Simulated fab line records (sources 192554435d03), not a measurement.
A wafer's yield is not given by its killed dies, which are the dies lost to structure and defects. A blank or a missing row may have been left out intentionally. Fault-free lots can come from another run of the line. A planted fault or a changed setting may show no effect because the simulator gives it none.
fab line records	flow n5-finfet
[record] lots = 6	wafers = 18	last-day = 17
route steps=1938 shown BEOL_M4@1059 PASSIVATION@1936
lots with no fault: from the same line, run without faults
start-h: hours from the record's opening day to when the first of the lot's shown wafers began	wait-h: how many hours have passed since the lot's step before this one	" same as the row above	L1.1+2: a single row standing in for several wafers	- no value present, or no start provided	* or withheld: withheld	< > ~ a bound
route shown NAME@n: names a module that has steps shown in the file, with the first one's number in the route	usual: the fault-free wafers' mean and standard deviation	same: alike in all rows	chamber/n: place in a boat	sites: each site's reading	_std_site: the standard deviation of these	_edge_site: outer sites' mean less inner sites'	radius-mm: for every site, how far away it sits from the centre of the wafer	mask NAME#n: copy n	behind: tool/chamber where the wafer was last shaped	hold: cause of the lot's hold/its duration in hours/its outcome	device: which transistor (n, p or np) failed to switch	end of line: at the end of the route, the tests of the same wafers	for a step that has no rows: nothing shown but its recipe	killed: not the wafer's yield, but the dies lost to structure and defects at the first sort	map: shows each die of a wafer: x if killed, . if not, _ if none is there
set.NAME: the setting the step ran with; set.NAME@STEP: the setting that earlier step ran with	model.NAME: the simulator's own value behind a step, which no gauge read
lots seen at some steps along the route; tables by step, rows by wafer
services: a tool's chamber out of use, with start hour (start-h, from the record's first day; less than 0 if before it), hours out, and reason
[[steps]]
[step N5_BEOL_M4_DESCUM_33]
[recipe] chemistry = O2	time-s = 7	source-power-w = 50	bias-power-w = 20	pressure-mtorr = 20	rf-frequency-hz = 2.712e+07	temp-c = 40	resist = CAR-EUV	o2-flow-sccm = 225
[usual] drypump-motor-current-A = 5.6/0.36	oes-product-au = 0.80/0.09	rf-vpp-V = 243.1/1.4	showerhead-plenum-p-Torr = 2.08/0.082	throttle-valve-pct = 20.41/0.3
lot.wafer	tool	chamber	start-h	wait-h	drypump-motor-current-A	oes-product-au	rf-hours-counter-h	rf-vpp-V	showerhead-plenum-p-Torr	throttle-valve-pct
L898.1	rie-diel-05	1	174.70	0.0	5.6	0.79	71	242.3	2.03	20.18
L898.5	"	2	"	"	5.7	0.77	-	240.9	1.94	20.97
L898.6	"	3	"	"	5.0	0.71	-	244.6	2.15	20.45
L909.1	rie-diel-05	1	245.94	0.0	5.6	0.78	94	241.5	2.03	20.24
L909.3	"	3	"	"	5.0	0.69	241	244.5	2.14	20.49
L909.4	"	3	"	"	5.0	0.69	-	244.0	2.14	20.49
L911.2	rie-diel-01	0	257.59	0.0	6.0	0.87	67	242.2	2.01	20.06
L911.4	"	2	"	"	5.4	0.79	99	245.3	2.15	20.71
L911.6	"	1	"	"	5.2	0.72	-	242.9	2.06	20.45
L914.1	rie-diel-01	3	276.41	0.9	5.9	0.70	227	244.5	2.18	20.75
L914.4	"	2	"	"	5.4	0.79	101	243.7	2.15	20.72
L914.6	"	2	"	"	5.4	0.80	-	242.8	2.15	20.72
L915.2	rie-diel-04	2	277.64	0.4	5.7	0.89	20	242.9	2.12	20.44
L915.3	"	1	"	"	5.6	0.94	28	245.5	2.20	20.08
L915.4	"	0	"	"	6.0	0.84	49	242.8	2.12	20.17
L917.1	rie-diel-05	1	298.47	0.4	5.6	0.76	117	242.2	2.02	20.28
L917.3	"	2	"	"	5.7	0.73	188	240.7	1.92	21.02
L917.5	"	1	"	"	5.5	0.75	-	242.8	2.02	20.25
[step N5_BEOL_M4_ETCH_77]
[recipe] chemistry = N2/H2	target = underlayer	target-depth-a = 65	mask-material = CAR-EUV	time-s = 5.2	ion-energy-ev = 200	pressure-mtorr = 30	source-w = 840	bias-w = 150	n2-flow-sccm = 200	h2-flow-sccm = 200	ends = cleared
[step N5_BEOL_M4_ETCH_69]
[recipe] chemistry = CF4	target = SiARC	target-depth-a = 156	mask-material = CAR-EUV	time-s = 26	ion-energy-ev = 80	pressure-mtorr = 40	source-w = 545	bias-w = 36	Ar_flow_sccm = 100	cf4-flow-sccm = 100	ends = cleared
[usual] drypump-motor-current-A = 5.6/0.36	etch-rf-on-time-s = 26.5/0.85	oes-product-au = 0.67/0.073	rf-vpp-V = 184.1/1.1	showerhead-plenum-p-Torr = 2.13/0.066	throttle-valve-pct = 15.59/0.23
lot.wafer	tool	chamber	start-h	wait-h	drypump-motor-current-A	etch-rf-on-time-s	oes-product-au	rf-hours-counter-h	rf-vpp-V	showerhead-plenum-p-Torr	throttle-valve-pct
L898.1	rie-diel-05	1	174.75	0.0	5.6	27.6	0.67	71	183.9	2.08	15.37
L898.5	"	2	"	"	5.7	25.5	0.67	-	181.7	1.98	15.98
L898.6	"	3	"	"	5.0	24.4	0.62	-	184.0	2.20	15.76
L909.1	rie-diel-05	1	246.00	0.0	5.6	28.1	0.65	94	185.2	2.08	15.39
L909.3	"	3	"	"	5.0	24.9	0.60	241	185.0	2.19	15.79
L909.4	"	3	"	"	5.0	24.9	0.59	-	184.8	2.19	15.79
L911.2	rie-diel-01	0	257.64	0.0	6.0	27.1	0.72	67	184.8	2.09	15.43
L911.4	"	2	"	"	5.4	25.9	0.69	99	183.4	2.16	15.52
L911.6	"	1	"	"	5.2	27.2	0.61	-	183.0	2.12	15.74
L914.1	rie-diel-01	3	276.46	0.0	5.9	26.9	0.58	227	184.2	2.19	15.77
L914.4	"	2	"	"	5.4	25.7	0.70	101	184.8	2.16	15.52
L914.6	"	2	"	"	5.4	25.9	0.68	-	185.0	2.16	15.51
L915.2	rie-diel-04	2	277.69	0.0	5.7	27.5	0.74	20	183.4	2.19	15.69
L915.3	"	1	"	"	5.6	26.9	0.76	28	185.7	2.26	15.35
L915.4	"	0	"	"	6.0	26.8	0.71	49	183.6	2.17	15.33
L917.1	rie-diel-05	1	298.52	0.0	5.6	28.0	0.63	117	184.1	2.07	15.44
L917.3	"	2	"	"	5.7	25.9	0.63	188	182.0	1.97	16.06
L917.5	"	1	"	"	5.6	28.2	0.63	-	182.5	2.07	15.45
[step N5_BEOL_M4_ALD_98]
[recipe] material = SiO2	target-thk-a = 25	temp-c = 100	ald-precursor-family = BDEAS	ald-co-reactant = O2-plasma	pulse-time-s = 1	co-reactant-pulse-time-s = 1	purge-time-s = 2	co-reactant-purge-time-s = 2	ald-cycles = 17	pressure-torr = 2
[step N5_BEOL_M4_ETCHBACK_99]
[recipe] chemistry = CHF3	target = SiO2	target-depth-a = 50	time-s = 10.4	source-w = 215	bias-w = 47	Ar_flow_sccm = 200	CHF3_flow_sccm = 12	ion-energy-ev = 100	pressure-mtorr = 30
[step N5_BEOL_M4_ETCH_70]
[recipe] chemistry = N2/H2	target = SOC	target-depth-a = 800	overetch-a = 240	mask-material = SiARC	temp-c = 40	time-s = 130	ion-energy-ev = 200	pressure-mtorr = 30	source-w = 840	bias-w = 150	n2-flow-sccm = 200	h2-flow-sccm = 200
[usual] drypump-motor-current-A = 5.6/0.36	h2-flow-sccm = 200.0/0.58	oes-product-au = 0.58/0.061	rf-vpp-V = 523.7/2.7	showerhead-plenum-p-Torr = 2.53/0.091	throttle-valve-pct = 17.78/0.27
lot.wafer	tool	chamber	start-h	wait-h	drypump-motor-current-A	h2-flow-sccm	oes-product-au	rf-hours-counter-h	rf-vpp-V	showerhead-plenum-p-Torr	throttle-valve-pct
L898.1	rie-diel-04	1	186.44	0.0	5.6	200.0	0.50	245	520.0	2.41	18.04
L898.5	"	0	"	"	6.0	199.6	0.67	-	525.6	2.60	17.43
L898.6	"	2	"	"	5.7	199.4	0.52	-	526.0	2.58	17.99
L909.1	rie-diel-01	0	247.93	0.0	6.0	199.6	0.64	64	522.6	2.46	17.54
L909.3	"	1	"	"	5.2	199.4	0.54	178	524.0	2.53	17.93
L909.4	"	3	"	"	5.9	200.3	0.51	223	524.5	2.63	18.01
L911.2	rie-diel-05	0	269.71	0.0	4.9	199.9	0.51	223	519.8	2.43	18.11
L911.4	"	1	"	"	5.6	198.7	0.56	-	520.1	2.46	17.67
L911.6	"	0	"	"	4.9	200.2	0.50	-	521.6	2.43	18.12
L914.1	rie-diel-01	2	279.49	0.0	5.4	200.0	0.59	102	524.7	2.55	17.59
L914.4	"	1	"	"	5.2	201.3	0.54	185	523.8	2.52	17.93
L914.6	"	3	"	"	5.9	200.0	0.51	-	526.2	2.62	18.03
L915.2	rie-diel-01	3	283.22	0.0	5.9	200.6	0.51	230	525.6	2.62	18.02
L915.3	"	0	"	"	6.0	200.1	0.64	71	522.6	2.45	17.58
L915.4	"	2	"	"	5.4	199.5	0.59	104	525.1	2.55	17.59
L917.1	rie-diel-05	2	306.50	0.0	5.7	200.7	0.55	192	518.4	2.34	18.44
L917.3	"	0	"	"	4.9	200.1	0.50	239	521.1	2.42	18.12
L917.5	"	1	"	"	5.6	200.4	0.56	-	520.5	2.45	17.69
[step N5_BEOL_M4_STRIP_71]
[recipe] chemistry = N2/H2	temp-c = 40	n2-flow-sccm = 200	h2-flow-sccm = 200	rf-frequency-hz = 6e+07
[step N5_BEOL_M4_STRIP_78]
[recipe] chemistry = N2/H2	temp-c = 40	n2-flow-sccm = 200	h2-flow-sccm = 200	rf-frequency-hz = 6e+07
[step N5_BEOL_M4_VIA_ETCH_34]
[recipe] chemistry = C4F6/O2	target-depth-a = 694	mask-material = SOC	pressure-mtorr = 15	ion-energy-ev = 250	taper-deg = 4	time-s = 65.9	source-w = 350	bias-w = 170	Ar_flow_sccm = 300	C4F6_flow_sccm = 10	O2_flow_sccm = 10
[usual] drypump-motor-current-A = 5.6/0.37	oes-product-au = 0.79/0.086	rf-vpp-V = 681/26	showerhead-plenum-p-Torr = 2.84/0.11	throttle-valve-pct = 30.8/0.3
lot.wafer	tool	chamber	start-h	wait-h	drypump-motor-current-A	oes-product-au	rf-hours-counter-h	rf-vpp-V	showerhead-plenum-p-Torr	throttle-valve-pct
L898.1	rie-diel-04	1	186.54	0.0	5.6	0.67	245	654	2.71	30.9
L898.5	"	0	"	"	6.0	0.92	-	684	2.94	30.9
L898.6	"	2	"	"	5.7	0.68	-	706	2.94	31.2
L909.1	rie-diel-01	0	248.04	0.0	6.0	0.86	64	718	2.76	30.6
L909.3	"	1	"	"	5.2	0.73	178	654	2.82	30.8
L909.4	"	3	"	"	6.0	0.69	223	714	2.92	30.8
L911.2	rie-diel-05	0	269.82	0.0	4.9	0.69	223	649	2.68	30.7
L911.4	"	1	"	"	5.6	0.76	-	664	2.76	30.7
L911.6	"	0	"	"	4.8	0.69	-	650	2.68	30.7
L914.1	rie-diel-01	2	279.59	0.0	5.4	0.81	102	701	2.87	30.9
L914.4	"	1	"	"	5.2	0.71	185	654	2.81	30.8
L914.6	"	3	"	"	5.9	0.70	-	712	2.92	30.8
L915.2	rie-diel-01	3	283.32	0.0	5.9	0.67	230	713	2.92	30.8
L915.3	"	0	"	"	6.0	0.84	71	717	2.76	30.6
L915.4	"	2	"	"	5.4	0.80	104	702	2.87	30.9
L917.1	rie-diel-05	2	306.60	0.0	5.7	0.74	192	657	2.60	31.4
L917.3	"	0	"	"	4.8	0.67	239	650	2.67	30.7
L917.5	"	1	"	"	5.6	0.74	-	664	2.76	30.7
[step N5_BEOL_M4_STRIP_83]
[recipe] chemistry = C4F6/O2	resist = SiARC	rf-frequency-hz = 6e+07
[step N5_BEOL_M4_STRIP_36]
[recipe] chemistry = N2/H2	power-w = 450	temp-c = 40	pressure-mtorr = 20	rf-frequency-hz = 6e+07	overash-fraction = 0.3	bias-power-w = 7	h2-frac = 0.5	n2-flow-sccm = 200	h2-flow-sccm = 200
[usual] drypump-motor-current-A = 5.6/0.37	h2-flow-sccm = 200.0/0.62	oes-product-au = 0.79/0.087	rf-vpp-V = 59.1/1.6	showerhead-plenum-p-Torr = 2.53/0.091	throttle-valve-pct = 23.6/0.31
lot.wafer	tool	chamber	start-h	wait-h	drypump-motor-current-A	h2-flow-sccm	oes-product-au	rf-hours-counter-h	rf-vpp-V	showerhead-plenum-p-Torr	throttle-valve-pct
L898.1	rie-diel-04	1	186.61	0.0	5.6	200.0	0.69	245	60.0	2.41	23.9
L898.5	"	0	"	"	6.1	199.9	0.91	-	60.3	2.59	23.2
L898.6	"	2	"	"	5.7	200.5	0.69	-	58.9	2.58	23.6
L909.1	rie-diel-01	0	248.10	0.0	6.0	199.9	0.89	64	58.5	2.45	23.4
L909.3	"	1	"	"	5.2	200.2	0.74	178	62.4	2.52	23.7
L909.4	"	3	"	"	6.0	201.4	0.70	223	58.9	2.62	23.8
L911.2	rie-diel-05	0	269.88	0.0	4.9	200.1	0.70	223	57.7	2.42	23.9
L911.4	"	1	"	"	5.6	200.5	0.77	-	58.6	2.46	23.5
L911.6	"	0	"	"	4.9	200.9	0.70	-	57.6	2.42	23.9
L914.1	rie-diel-01	2	279.65	0.0	5.4	201.2	0.79	102	60.5	2.54	23.3
L914.4	"	1	"	"	5.2	201.0	0.74	185	59.3	2.52	23.7
L914.6	"	3	"	"	5.9	199.5	0.68	-	57.9	2.62	23.8
L915.2	rie-diel-01	3	283.38	0.0	6.0	199.8	0.69	230	58.4	2.62	23.8
L915.3	"	0	"	"	6.0	200.7	0.87	71	58.8	2.45	23.4
L915.4	"	2	"	"	5.4	200.3	0.79	104	58.5	2.54	23.4
L917.1	rie-diel-05	2	306.66	0.0	5.7	201.1	0.72	192	57.6	2.33	24.4
L917.3	"	0	"	"	4.9	201.0	0.68	239	61.1	2.42	23.9
L917.5	"	1	"	"	5.6	200.1	0.75	-	57.9	2.45	23.6
[step N5_BEOL_M4_TRENCH_ETCH_37]
[recipe] chemistry = C4F6/O2	target-depth-a = 555.55	target = SiOC	time-s = 29.2	ion-energy-ev = 250	pressure-mtorr = 30	source-w = 355	bias-w = 185	Ar_flow_sccm = 300	C4F6_flow_sccm = 10	O2_flow_sccm = 10
[step N5_BEOL_M4_ETCH_41]
[recipe] chemistry = CH3F/O2	target = SiCN	target-depth-a = 299	taper-deg = 2	time-s = 52.5	ion-energy-ev = 120	mask-material = TiN	pressure-mtorr = 30	source-w = 395	bias-w = 75	Ar_flow_sccm = 150	CH3F_flow_sccm = 30	O2_flow_sccm = 20
[usual] drypump-motor-current-A = 5.6/0.37	oes-product-au = 0.79/0.087	rf-vpp-V = 297.2/1.7	showerhead-plenum-p-Torr = 2.00/0.078	throttle-valve-pct = 16.33/0.25
lot.wafer	tool	chamber	start-h	wait-h	drypump-motor-current-A	oes-product-au	rf-hours-counter-h	rf-vpp-V	showerhead-plenum-p-Torr	throttle-valve-pct	model.etch.depth-nm
L898.1	rie-diel-04	1	186.68	-	5.6	0.68	245	294.8	1.90	16.55	19.64
L898.5	"	0	"	"	6.1	0.93	-	295.4	2.07	16.13	20.34
L898.6	"	2	"	"	5.7	0.69	-	298.1	2.07	16.79	19.59
L909.1	rie-diel-01	0	248.17	-	6.0	0.87	64	296.2	1.94	16.06	19.7
L909.3	"	1	"	"	5.2	0.72	178	297.7	1.98	16.47	19.21
L909.4	"	3	"	"	5.9	0.69	223	299.9	2.06	16.48	19.61
L911.2	rie-diel-05	0	269.95	-	4.9	0.69	223	294.5	1.88	16.47	20.15
L911.4	"	1	"	"	5.6	0.76	-	296.2	1.94	16.17	19.18
L911.6	"	0	"	"	4.9	0.69	-	294.7	1.88	16.43	19.88
L914.1	rie-diel-01	2	279.72	-	5.4	0.70	102	296.5	2.02	16.29	15.87
L914.4	"	1	"	"	5.2	0.62	185	296.1	1.98	16.46	15.18
L914.6	"	3	"	"	5.9	0.60	-	297.8	2.06	16.52	15.28
L915.2	rie-diel-01	3	283.45	-	5.9	0.59	230	298.4	2.06	16.52	15.33
L915.3	"	0	"	"	6.0	0.75	71	296.1	1.94	16.06	15.37
L915.4	"	2	"	"	5.4	0.70	104	297.1	2.02	16.30	15.88
L917.1	rie-diel-05	2	306.74	-	5.7	0.74	192	293.0	1.83	16.79	19.7
L917.3	"	0	"	"	4.8	0.68	239	293.7	1.87	16.48	19.98
L917.5	"	1	"	"	5.6	0.74	-	294.7	1.93	16.19	19.15
[step N5_BEOL_M4_STRIP_97]
[recipe] chemistry = N2/H2	time-s = 10	power-w = 450	temp-c = 40	pressure-mtorr = 20	rf-frequency-hz = 6e+07	bias-power-w = 7	n2-flow-sccm = 200	h2-flow-sccm = 200
[step N5_BEOL_M4_RC_MEAS_101]
[usual] DIBL_N = 36.1/2	DIBL_P = 36.3/2.4	IOFF_N = 0.15/0.035	IOFF_P = 0.21/0.039	ION_N = 672/15	ION_P = 463/9.7	SS_N = 71.5/0.7	SS_P = 73.2/0.75	VT_N = 251/3.6	VT_P = -250/3.8
lot.wafer	tool	chamber	start-h	wait-h	DIBL_N[mV/V]	DIBL_P[mV/V]	IOFF_N[nA/um]	IOFF_P[nA/um]	ION_N[uA/um]	ION_P[uA/um]	SS_N[mV/dec]	SS_P[mV/dec]	VT_N[mV]	VT_P[mV]
L898.1	prober-02	0	191.87	0.0	35.9	38.5	0.14	0.18	668	455	71.6	73.0	250	-256
L898.5	"	0	"	"	34.9	37.1	0.12	0.16	656	446	70.9	73.8	254	-259
L898.6	"	0	"	"	34.2	35.8	0.11	0.14	664	453	71.4	73.5	254	-258
L909.1	prober-02	0	252.27	0.0	38.5	39.4	0.20	0.28	689	476	72.4	74.1	246	-246
L909.3	"	0	"	"	35.3	34.9	0.14	0.20	674	461	70.5	72.4	250	-251
L909.4	"	0	"	"	35.0	34.5	0.14	0.19	667	458	71.4	72.0	254	-251
L911.2	prober-02	0	276.15	0.2	35.7	36.1	0.15	0.21	685	468	72.0	74.1	252	-251
L911.4	"	0	"	"	33.8	32.8	0.12	0.18	659	456	71.5	72.4	252	-250
L911.6	"	0	"	"	37.7	39.1	0.19	0.27	684	473	72.7	74.9	247	-248
L914.1	prober-01	0	284.59	0.0	34.6	35.8	0.13	0.17	659	450	71.2	73.2	252	-257
L914.4	"	0	"	"	36.6	36.7	0.15	0.19	659	452	71.8	73.6	252	-252
L914.6	"	0	"	"	40.2	41.1	0.23	0.25	691	461	72.5	75.3	251	-251
L915.2	prober-02	0	287.76	0.2	34.8	35.7	0.15	0.20	672	462	71.9	73.3	249	-253
L915.3	"	0	"	"	34.1	34.4	0.13	0.18	670	461	70.5	73.1	253	-253
L915.4	"	0	"	"	32.9	33.3	0.11	0.16	663	462	70.8	71.8	254	-254
L917.1	prober-01	0	310.95	0.0	39.8	40.2	0.20	0.29	699	476	72.3	73.3	248	-243
L917.3	"	0	"	"	38.9	37.7	0.18	0.23	682	461	72.0	73.3	248	-250
L917.5	"	0	"	"	35.8	34.4	0.12	0.18	650	457	71.3	73.0	254	-248
[step N5_PASSIVATION_PROBE_49]
[usual] defect-limited-yield = 91.1/1.6	killed_at_M0_to_M3 = 35/11	killed_at_M4_up = 13/5.4	killed-at-contacts = 13/6.5	killed-at-front-end = 40/14	killed-at-other = 4/3.1	killed-dies = 105/18	killed-open = 69/14	killed-short = 34/7.3	sort_bin_5_function = 5.2/0.96	sort_bin_6_memory = 3.4/0.77	sort_bin_8_speed = 0.02/0.13	sort-n-pass = 1075/19	sort-yield-pct = 91.1/1.6
[same] gross-dies = 1180	killed-at-back-side = 0	sort_bin_4_leakage[%] = 0
lot.wafer	tool	chamber	start-h	wait-h	defect-limited-yield[%]	killed_at_M0_to_M3	killed_at_M4_up	killed-at-contacts	killed-at-front-end	killed-at-other	killed-dies	killed-open	killed-short	sort_bin_5_function[%]	sort_bin_6_memory[%]	sort_bin_8_speed[%]	sort-n-pass	sort-yield-pct[%]
L914.1	prober-02	-	398.46	0.0	90.8	35	14	13	44	3	109	69	30	6.2	2.6	0	1071	90.8
// killed by level:class
L914.1 FIN_SAQP:geometric-particle:open=11 MOL_CONTACT_COAG:geometric-particle:open=10 BEOL_M2:geometric-particle:open=10 FIN_CUT:area-etch=10 BEOL_M0_SAQP:geometric-particle:open=8 FIN_SAQP:geometric-particle:short=5 DUMMY_GATE:geometric-particle:open=4 BEOL_M0_SAQP:geometric-particle:short=4
[[services]]
tool	chamber	start-h	hours	kind
rie-diel-04	3	160.57	-	clean
rie-diel-04	3	160.57	-	consumable-replace:focus-ring
rie-diel-04	3	160.57	28.2	scheduled-down
rie-diel-04	3	160.57	28.2	vent-cycle
rie-diel-01	3	195.47	16.5	repair
rie-diel-04	1	196.86	-	clean
rie-diel-04	1	196.86	-	consumable-replace:focus-ring
rie-diel-04	1	196.86	-	consumable-replace:showerhead
rie-diel-04	1	196.86	14.6	scheduled-down
rie-diel-04	1	196.86	14.6	vent-cycle
rie-diel-04	0	199.60	4.3	repair
rie-diel-04	2	211.62	-	clean
rie-diel-04	2	211.62	-	consumable-replace:focus-ring
rie-diel-04	2	211.62	19.5	scheduled-down
rie-diel-04	2	211.62	19.5	vent-cycle
rie-diel-05	0	245.48	11.8	repair
rie-diel-01	-	259.93	15.6	pm
rie-diel-05	3	266.21	-	clean
rie-diel-05	3	266.21	-	consumable-replace:focus-ring
rie-diel-05	3	266.21	19.3	scheduled-down
rie-diel-05	3	266.21	19.3	vent-cycle
rie-diel-01	1	286.84	1.3	repair
rie-diel-05	3	295.88	15.1	repair
[[key]]
[first-sign] step = N5_BEOL_M4_ETCH_41	reading = oes-product-au	direction = down	sigmas = 1.5	usual = 0.79	struck = 0.66
effect none on later readings
[model-effect] step = N5_BEOL_M4_ETCH_41	value = etch.depth-nm	without = 19.67	struck = 15.48
met-at N5_BEOL_M4_ETCH_41
struck-wafers L914.1,L914.4,L914.6,L915.2,L915.3,L915.4
[baseline-loss] step = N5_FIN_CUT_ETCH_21	wafers = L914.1
onset-between 248.17 279.72
also-fits N5_BEOL_M4_ETCH_70:rie-diel-01,N5_BEOL_M4_VIA_ETCH_34:rie-diel-01,N5_BEOL_M4_STRIP_36:rie-diel-01
[fault] kind = process-parameter-drift	tool = rie-diel-01	chamber = -	onset-h = 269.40	steps = N5_BEOL_M4_ETCH_41	channel = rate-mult	offset = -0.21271	shape = step	end-h = 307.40
// baseline-loss: these wafers lose ten dies or more at that step, a loss of the line's own and not of a fault; the sort's usual values leave them out
